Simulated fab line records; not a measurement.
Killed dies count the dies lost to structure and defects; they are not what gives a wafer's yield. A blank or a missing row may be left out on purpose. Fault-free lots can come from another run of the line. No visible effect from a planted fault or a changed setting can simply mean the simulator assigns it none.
Split-lot study :: flow n5-finfet :: 21 wafers read from 7 lots, route of 1938 steps

THE SPLIT
At N5_PASSIVATION_EXPOSE_27 (exposes mask PAD, defocus 0 nm), the setting dose-mj was moved away from the recipe's 32.3 on 6 of the 21 wafers read, by -3.5% to +7.0%. All remaining wafers had this setting at the recipe value.

FROM THE SPLIT TO THE READING: what the file shows between them, 3 steps
- N5_PASSIVATION_PEB_28 (also split here: peb-time-s)
- N5_PASSIVATION_DEVELOP_29: develop time 60 s
- N5_PASSIVATION_HARDBAKE_31: time 120 s

THE READING
cd-nm, in nm, at N5_PASSIVATION_CD_MEAS_30 (target cd 4000 nm). Fault-free wafers of this fab line usually give 4000.7 nm, standard deviation 2.2 nm.

wafer: L074.3
tool, chamber at the split: krf-scanner-02, 0
dose-mj as run: 34.56
against the recipe: +7.0%
cd-nm, nm: 4014.7
against lot-mates on the recipe: +11.8

wafer: L074.5
tool, chamber at the split: krf-scanner-02, 0
dose-mj as run: 32.3
against the recipe: recipe
cd-nm, nm: 4002.9
against lot-mates on the recipe: -

wafer: L074.6
tool, chamber at the split: krf-scanner-02, 0
dose-mj as run: 32.3
against the recipe: recipe
cd-nm, nm: 4002.8
against lot-mates on the recipe: -

wafer: L081.1
tool, chamber at the split: krf-scanner-02, 0
dose-mj as run: 31.2
against the recipe: -3.4%
cd-nm, nm: 3990.0
against lot-mates on the recipe: -9.0

wafer: L081.2
tool, chamber at the split: krf-scanner-02, 0
dose-mj as run: 32.3
against the recipe: recipe
cd-nm, nm: 3999.0
against lot-mates on the recipe: -

wafer: L081.6
tool, chamber at the split: krf-scanner-02, 0
dose-mj as run: 31.2
against the recipe: -3.4%
cd-nm, nm: 3991.6
against lot-mates on the recipe: -7.4

wafer: L082.2
tool, chamber at the split: krf-scanner-02, 0
dose-mj as run: 32.3
against the recipe: recipe
cd-nm, nm: 3996.4
against lot-mates on the recipe: -

wafer: L082.3
tool, chamber at the split: krf-scanner-02, 0
dose-mj as run: 32.3
against the recipe: recipe
cd-nm, nm: 3997.5
against lot-mates on the recipe: -

wafer: L082.4
tool, chamber at the split: krf-scanner-02, 0
dose-mj as run: 32.3
against the recipe: recipe
cd-nm, nm: 3992.3
against lot-mates on the recipe: -

wafer: L089.2
tool, chamber at the split: krf-scanner-01, 0
dose-mj as run: 32.3
against the recipe: recipe
cd-nm, nm: 4005.9
against lot-mates on the recipe: -

wafer: L089.4
tool, chamber at the split: krf-scanner-01, 0
dose-mj as run: 32.3
against the recipe: recipe
cd-nm, nm: 4003.1
against lot-mates on the recipe: -

wafer: L089.6
tool, chamber at the split: krf-scanner-01, 0
dose-mj as run: 32.3
against the recipe: recipe
cd-nm, nm: 4002.2
against lot-mates on the recipe: -

wafer: L093.2
tool, chamber at the split: krf-scanner-02, 0
dose-mj as run: 31.26
against the recipe: -3.2%
cd-nm, nm: 3993.0
against lot-mates on the recipe: -2.6

wafer: L093.4
tool, chamber at the split: krf-scanner-02, 0
dose-mj as run: 31.26
against the recipe: -3.2%
cd-nm, nm: 3988.6
against lot-mates on the recipe: -7.0

wafer: L093.6
tool, chamber at the split: krf-scanner-02, 0
dose-mj as run: 32.3
against the recipe: recipe
cd-nm, nm: 3995.6
against lot-mates on the recipe: -

wafer: L092.1
tool, chamber at the split: krf-scanner-02, 0
dose-mj as run: 32.3
against the recipe: recipe
cd-nm, nm: 3997.5
against lot-mates on the recipe: -

wafer: L092.3
tool, chamber at the split: krf-scanner-02, 0
dose-mj as run: 32.3
against the recipe: recipe
cd-nm, nm: 4000.7
against lot-mates on the recipe: -

wafer: L092.5
tool, chamber at the split: krf-scanner-02, 0
dose-mj as run: 32.3
against the recipe: recipe
cd-nm, nm: 4001.0
against lot-mates on the recipe: -

wafer: L096.1
tool, chamber at the split: krf-scanner-02, 0
dose-mj as run: 31.18
against the recipe: -3.5%
cd-nm, nm: 3995.6
against lot-mates on the recipe: -4.8

wafer: L096.5
tool, chamber at the split: krf-scanner-02, 0
dose-mj as run: 32.3
against the recipe: recipe
cd-nm, nm: 3999.3
against lot-mates on the recipe: -

wafer: L096.6
tool, chamber at the split: krf-scanner-02, 0
dose-mj as run: 32.3
against the recipe: recipe
cd-nm, nm: 4001.4
against lot-mates on the recipe: -

THE FIT
A straight line over all 21 wafers: cd-nm changes by +2.26 nm for each +1% of dose-mj; r = +0.84; the points scatter about the line by 3.3 nm.
The same after taking each lot's own level away (the mean of its wafers on the recipe; 21 wafers): +1.77 nm for each +1%; r = +0.92; scatter 1.7 nm.
The reading moves by 12 nm for the largest change in dose-mj, on that fit.
The lots' own levels span 3995.40 to 4003.73 nm, that is 3.8 times the standard deviation above.
So the lot-to-lot level changes the slope: the two fits differ.
Check: with one of the wafers moved furthest among these (+7.0%) left out of the fit, the line predicts +12.9 nm for it against its lot-mates. It came out at +11.8 nm against them.

OTHER SPLITS APPLIED TO THESE WAFERS
Note: prior to the reading, these wafers also went through further splits. Each is held against what the fit with the lots' levels taken away leaves over:
other split on the same wafers: N5_BEOL_M13_EXPOSE_07 dose-mj
wafers away from the commonest value: 8
r with cd-nm (lot level and that fit taken away): +0.08

other split on the same wafers: N5_BEOL_M14_COAT_66 spin-rpm
wafers away from the commonest value: 5
r with cd-nm (lot level and that fit taken away): -0.38

other split on the same wafers: N5_BEOL_M14_EXPOSE_25 dose-mj
wafers away from the commonest value: 5
r with cd-nm (lot level and that fit taken away): -0.20

other split on the same wafers: N5_BEOL_M15_SPUTTER_43 time-s
wafers away from the commonest value: 10
r with cd-nm (lot level and that fit taken away): +0.04

other split on the same wafers: N5_BEOL_M15_SPUTTER_44 power-w
wafers away from the commonest value: 5
r with cd-nm (lot level and that fit taken away): -0.11

other split on the same wafers: N5_PASSIVATION_PEB_28 peb-time-s
wafers away from the commonest value: as run: not given for these wafers
r with cd-nm (lot level and that fit taken away): -

FILE'S OWN FIT
cd-nm changes by +1.72 nm for each +1% of dose-mj, r = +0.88.
